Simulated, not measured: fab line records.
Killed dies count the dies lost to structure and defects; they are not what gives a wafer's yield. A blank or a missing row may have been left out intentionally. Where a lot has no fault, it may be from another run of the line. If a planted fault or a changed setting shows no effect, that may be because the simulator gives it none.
Matching of chambers -- flow n5_finfet -- 4 sister chambers for N5_BEOL_M5_DESCUM_33 on rie_diel-06
The step chemistry O2, time 7 s. 8 wafers are shown with their chamber, then 8 later ones without.

## WAFERS WITH THEIR CHAMBER
wafer,chamber,showerhead_plenum_p_Torr (Torr),throttle_valve_pct (%)
L076.1,2,2.11,19.85
L086.5,1,2.14,20.00
L087.2,1,2.14,19.99
L087.3,0,2.10,20.33
L091.1,2,2.10,19.90
L091.2,0,2.10,20.32
L091.4,3,2.00,20.16
L090.2,3,2.00,20.15

## WAFERS MISSING THEIR CHAMBER
wafer,showerhead_plenum_p_Torr (Torr),throttle_valve_pct (%)
L090.4,2.13,20.02
L090.5,2.10,19.91
L092.1,2.13,20.02
L092.4,2.00,20.18
L092.6,2.00,20.17
L095.2,1.99,20.18
L095.3,2.09,19.93
L095.5,1.99,20.21

## CHAMBER TAKEN BY EACH
wafer,from the rows above,in truth
L090.4,1,1
L090.5,2,2
L092.1,1,1
L092.4,3,3
L092.6,3,3
L095.2,3,3
L095.3,2,2
L095.5,3,3
8 of 8 placed correctly. Not placeable from these rows: 0. 0 placed wrongly.
How it was worked out, from the rows above alone: a wafer's distance from a chamber is the root of the sum, over the readings, of the square of ((its reading less the chamber's mean) divided by the reading's scatter). If the next closest chamber is less than 2 further off than the closest, the wafer can't be placed; otherwise it belongs to the closest. The mean given for a chamber averages the wafers shown for that chamber. How the scatter is found: for the shown wafers, subtract from each reading the mean of its chamber, square and add these, divide the total by (wafers less chambers), then take the root.
